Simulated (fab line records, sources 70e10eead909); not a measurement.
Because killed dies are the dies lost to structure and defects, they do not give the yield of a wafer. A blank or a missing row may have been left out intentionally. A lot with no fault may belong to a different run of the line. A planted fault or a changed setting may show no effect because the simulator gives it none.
Chamber matching    flow nandHarc    NHARC_P_GATE_ETCH_32 on rieSi-05 has 4 sister chambers
The step etches the open film in HBr/Cl2, target depth 150 nm, time 100.1 s. 8 wafers are shown with their chamber, then 10 later ones without.

## WAFERS WITH THEIR CHAMBER
wafer   chamber  drypumpMotorCurrentA (A)  oesProductAu (a.u.)
L078.5  2        5.5                       0.992
L086.2  0        6.1                       0.990
L086.5  3        5.1                       0.997
L088.1  1        5.9                       0.991
L088.3  2        5.5                       1.008
L088.6  1        5.9                       0.999
L092.2  0        6.1                       0.978
L092.4  3        5.0                       0.992

## WAFERS WITH NO CHAMBER GIVEN
wafer   drypumpMotorCurrentA (A)  oesProductAu (a.u.)
L092.6  5.0                       1.001
L094.2  5.1                       0.995
L094.5  5.6                       1.000
L094.6  5.9                       1.000
L095.1  5.5                       0.995
L095.3  5.1                       0.982
L095.6  6.1                       0.977
L097.3  5.1                       0.994
L097.4  5.9                       1.003
L097.6  5.0                       0.993

## EACH ONE'S CHAMBER
wafer   from the rows above  in truth
L092.6  3                    3
L094.2  3                    3
L094.5  2                    2
L094.6  1                    1
L095.1  2                    2
L095.3  3                    3
L095.6  0                    0
L097.3  3                    3
L097.4  1                    1
L097.6  3                    3
Correctly placed: 10 of 10. Number that these rows cannot place: 0. 0 placed wrongly.
How it was worked out, from the rows above alone: a wafer's distance from a chamber is the root of the sum, over the readings, of the square of ((its reading less the chamber's mean) divided by the reading's scatter). If the next closest chamber is less than 2 further off than the closest, the wafer can't be placed; otherwise it belongs to the closest. For every chamber, the mean is computed from those of its wafers that are shown. The scatter: the root of (the sum of the squares of (reading less its chamber's mean) over the shown wafers, divided by (wafers less chambers)).
